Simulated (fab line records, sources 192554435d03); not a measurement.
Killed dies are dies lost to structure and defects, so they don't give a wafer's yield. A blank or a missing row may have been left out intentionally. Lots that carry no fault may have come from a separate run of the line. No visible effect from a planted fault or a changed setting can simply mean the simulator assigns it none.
Which of the tools did it? ; flow n5-finfet ; Sampling: 12 lots, 36 wafers, 3 of 1938 route steps

## WHAT EACH GAUGE READ, for each wafer
N5_MOL_CONTACT_COAG_INSPECT_57: inspects for defects (brightfield).
lot;measured;on;raw-defect-count
L075;day 5 10:43;defect-inspect-01;224 308 185
L077;day 5 18:50;defect-inspect-01;183 228 203
L079;day 6 08:29;defect-inspect-01;204 236 166
L081;day 7 10:08;defect-inspect-01;157 212 170
L084;day 7 16:40;defect-inspect-01;207 234 183
L085;day 8 04:46;defect-inspect-01;228 309 299
L087;day 8 16:56;defect-inspect-01;158 200 216
L089;day 9 00:17;defect-inspect-02;178 187 190
L091;day 9 22:53;defect-inspect-01;121 149 143
L093;day 10 07:10;defect-inspect-01;322 229 266
L095;day 10 13:05;defect-inspect-02;144 98 116
L097;day 11 00:49;defect-inspect-01;222 190 252

## WHICH TOOL RAN EACH LOT (tool, then ch and the chambers of the sampled wafers, then the start)
lot;N5_MOL_CONTACT_COAG_SPUTTER_143;N5_MOL_CONTACT_COAG_ANNEAL_113
L075;pvd-sputter-02, day 5 04:38;rtp-anneal-02 ch 0, day 5 05:40
L077;pvd-sputter-01, day 5 12:07;rtp-anneal-01 ch 0, day 5 12:56
L079;pvd-sputter-03, day 6 01:45;rtp-anneal-02 ch 0, day 6 02:56
L081;pvd-sputter-01, day 7 02:02;rtp-anneal-02 ch 0, day 7 02:55
L084;pvd-sputter-02, day 7 09:20;rtp-anneal-01 ch 0, day 7 10:04
L085;pvd-sputter-03, day 7 18:36;rtp-anneal-02 ch 0, day 7 19:29
L087;pvd-sputter-03, day 8 08:19;rtp-anneal-02 ch 0, day 8 09:14
L089;pvd-sputter-02, day 8 15:12;rtp-anneal-02 ch 0, day 8 15:56
L091;pvd-sputter-02, day 9 15:50;rtp-anneal-02 ch 0, day 9 16:34
L093;pvd-sputter-01, day 10 01:27;rtp-anneal-01 ch 0, day 10 02:11
L095;pvd-sputter-01, day 10 05:11;rtp-anneal-01 ch 0, day 10 06:04
L097;pvd-sputter-02, day 10 17:34;rtp-anneal-02 ch 0, day 10 18:18
- N5_MOL_CONTACT_COAG_SPUTTER_143: material Co, target thk 2.5 nm.
- N5_MOL_CONTACT_COAG_ANNEAL_113: time 300 s.

## THE ANSWER, worked out from the rows above alone
Rule: the usual values come from the lots themselves. Put in order of their means at a reading, lots are off if they are a third of the lots or fewer, leave a main group of 4 or more, and stand apart from it by a gap of 3 or more times the standard deviation of the main group's means; of several such gaps the widest counts. Not used: any main group whose means are identical at the precision the tables above print for the reading. Also off: a lot with no number at a reading for which 4 or more lots have one. Any other lot the step has rows for is counted as sound.
Nothing can be told from this: no lot is off at any reading shown.

## WHAT THE SIMULATOR HAD PUT IN
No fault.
